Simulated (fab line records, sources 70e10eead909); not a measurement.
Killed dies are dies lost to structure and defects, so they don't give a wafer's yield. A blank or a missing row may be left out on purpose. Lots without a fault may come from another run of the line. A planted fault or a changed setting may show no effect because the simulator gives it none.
Chamber matching | flow nand_harc | NHARC_A_BONDPAD_CMP_19 on cmp-04: 4 sister chambers
The step polishes, t overpolish 30 s, cu recess touch 16 s, target thk 169.82 nm. 16 wafers are shown with their chamber, then 8 later ones without.

WAFERS WITH THEIR CHAMBER
wafer  | chamber | motor_current_A (A) | overpolish_run_s (s)
L434.4 | 3       | 11.8                | 30.001
L434.5 | 1       | 12.7                | 30.010
L434.6 | 0       | 11.8                | 30.005
L436.3 | 1       | 12.6                | 30.013
L436.5 | 0       | 12.1                | 29.986
L436.6 | 3       | 11.8                | 30.005
L433.1 | 0       | 11.8                | 29.988
L433.5 | 1       | 12.8                | 30.015
L433.6 | 0       | 11.6                | 30.008
L437.1 | 0       | 11.8                | 29.989
L437.4 | 3       | 12.2                | 29.984
L437.5 | 1       | 12.3                | 29.992
L439.1 | 2       | 11.6                | 29.995
L439.5 | 2       | 11.8                | 29.988
L439.6 | 1       | 13.0                | 30.004
L440.1 | 2       | 12.1                | 30.008

SIGNATURES (means of the wafers above)
reading          | chamber 0 | chamber 1 | chamber 2 | chamber 3 | scatter within a chamber
motor_current_A  | 11.820    | 12.680    | 11.833    | 11.933    | 0.229
overpolish_run_s | 29.99520  | 30.00680  | 29.99700  | 29.99667  | 0.0101
Rule: a wafer's distance from a chamber is the root of the sum, over the readings, of the square of ((its reading less the chamber's mean) divided by the reading's scatter). The wafer belongs to the nearest chamber; if the next one is less than 2 further off, it can't be placed. The scatter: the root of (the sum of the squares of (reading less its chamber's mean) over the shown wafers, divided by (wafers less chambers)).

WAFERS WITHOUT THEIR CHAMBER
wafer  | motor_current_A (A) | overpolish_run_s (s)
L440.2 | 11.7                | 29.989
L440.5 | 11.4                | 29.996
L454.1 | 12.0                | 30.006
L454.3 | 12.9                | 30.011
L454.4 | 11.9                | 29.990
L455.1 | 11.5                | 29.998
L455.3 | 13.1                | 30.013
L455.5 | 12.2                | 29.990

WHICH CHAMBER EACH WENT THROUGH
wafer  | from the rows above               | in truth
L440.2 | can't be placed: 0 or 2 or 3      | 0
L440.5 | can't be placed: 0 or 2 or 3      | 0
L454.1 | can't be placed: 3 or 2 or 0      | 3
L454.3 | 1                                 | 1
L454.4 | can't be placed: 0 or 3 or 2      | 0
L455.1 | can't be placed: 0 or 2 or 3      | 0
L455.3 | 1                                 | 1
L455.5 | can't be placed: 3 or 0 or 2 or 1 | 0
Placed correctly: 2 of 8. Can't be placed from these rows: 6 (the true chamber is among the candidates in 6). Placed wrongly: 0.
